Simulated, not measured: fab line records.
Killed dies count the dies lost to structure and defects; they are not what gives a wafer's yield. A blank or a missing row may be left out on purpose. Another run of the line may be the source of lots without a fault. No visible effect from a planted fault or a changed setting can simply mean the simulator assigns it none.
Split-lot trial | flow n5_finfet | 21 wafers read across 7 lots, on a route 1938 steps long

## THE SPLIT
At N5_BEOL_M0_SAQP_PECVD_03 (deposits SiCN from 3MS/NH3, target thk 12 nm, time 21.1 s), the setting time_s was moved away from the recipe's 21.1 s on 5 of the 21 wafers read, by -9.2% to +13.8%. The other wafers ran this setting at the recipe's value.

Reading taken at the split's own step.

## THE READING
SiCN_of_BEOL_M0_SAQP_PECVD_03.thk_nm (the simulator's own value, which no gauge read), in nm, at N5_BEOL_M0_SAQP_PECVD_03 (deposits SiCN from 3MS/NH3, target thk 12 nm, time 21.1 s). The file gives no usual value for it. Across the 16 wafers here that went through the recipe, the average is 12.0 nm and the standard deviation 0.16 nm.

wafer  | tool, chamber at the split | time_s as run, s | against the recipe | SiCN_of_BEOL_M0_SAQP_PECVD_03.thk_nm, nm | against lot-mates on the recipe
L075.3 | pecvd-02, 2                | 21.1             | recipe             | 11.8                                     | -
L075.4 | pecvd-02, 2                | 21.1             | recipe             | 12                                       | -
L075.6 | pecvd-02, 0                | 21.1             | recipe             | 12.2                                     | -
L081.2 | pecvd-03, 1                | 21.1             | recipe             | 12.2                                     | -
L081.3 | pecvd-03, 0                | 19.16            | -9.2%              | 11                                       | -1.2
L081.4 | pecvd-03, 1                | 19.16            | -9.2%              | 11.2                                     | -1.0
L083.2 | pecvd-03, 2                | 21.1             | recipe             | 11.8                                     | -
L083.3 | pecvd-03, 0                | 21.1             | recipe             | 12.2                                     | -
L083.5 | pecvd-03, 0                | 21.1             | recipe             | 12.2                                     | -
L087.1 | pecvd-03, 0                | 21.1             | recipe             | 12                                       | -
L087.2 | pecvd-03, 1,0              | 21.1             | recipe             | 12.2                                     | -
L087.5 | pecvd-03, 1,0              | 21.1             | recipe             | 12.2                                     | -
L089.2 | pecvd-01, 1,2              | 21.1             | recipe             | 11.8                                     | -
L089.3 | pecvd-01, 1,2              | 21.1             | recipe             | 11.8                                     | -
L089.4 | pecvd-01, 1                | 21.1             | recipe             | 12                                       | -
L091.3 | pecvd-02, 0                | 21.1             | recipe             | 12                                       | -
L091.6 | pecvd-02, 0                | 21.1             | recipe             | 12                                       | -
L091.5 | pecvd-02, 1                | 24.01            | +13.8%             | 13.6                                     | +1.6
L097.3 | pecvd-01, 0                | 23.64            | +12.0%             | 13.4                                     | +1.2
L097.5 | pecvd-01, 0                | 23.64            | +12.0%             | 13.4                                     | +1.2
L097.4 | pecvd-01, 2                | 21.1             | recipe             | 12.2                                     | -
Where a row lists several chambers, the file gives one row for several wafers and doesn't say which wafer went through which chamber.

THE FIT
A straight line over all 21 wafers: SiCN_of_BEOL_M0_SAQP_PECVD_03.thk_nm changes by +0.11 nm for each +1% of time_s; r = +0.97; the points scatter about the line by 0.15 nm.
The same after taking each lot's own level away (the mean of its wafers on the recipe; 21 wafers): +0.11 nm for each +1%; r = +0.98; scatter 0.13 nm.
That fit puts the effect of the largest move of time_s on the reading at 1.5 nm.
The lots' own levels span 11.87 to 12.20 nm, that is 2.1 times the standard deviation above.
Hence the lot-to-lot level has little effect on the slope; both slopes agree.
Check: with one of the wafers moved furthest among these (+13.8%) left out of the fit, the line predicts +1.46 nm for it against its lot-mates. It came out at +1.6 nm against them.

## OTHER SPLITS APPLIED TO THESE WAFERS
Note: prior to the reading, these wafers also went through further splits. Each is held against what the fit with the lots' levels taken away leaves over:
other split on the same wafers          | wafers away from the commonest value | r with SiCN_of_BEOL_M0_SAQP_PECVD_03.thk_nm (lot level and that fit taken away)
N5_SD_ACTIVATION_LSA_01 temp_c          | 6                                    | +0.08
N5_SDB_EXPOSE_08 dose_mj                | 9                                    | +0.03
N5_GATE_CUT_COAT_35 spin_rpm            | 5                                    | -0.34
N5_GATE_CUT_EXPOSE_10 dose_mj           | 10                                   | -0.07
N5_MOL_CONTACT_COAG_COAT_76 spin_rpm    | 6                                    | -0.04
N5_MOL_CONTACT_COAG_ETCH_67 source_w    | 5                                    | -0.22
N5_MOL_CONTACT_COAG_VIA_ETCH_117 bias_w | 10                                   | -0.16

## FILE'S OWN FIT
SiCN_of_BEOL_M0_SAQP_PECVD_03.thk_nm changes by +0.111 nm for each +1% of time_s, r = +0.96.
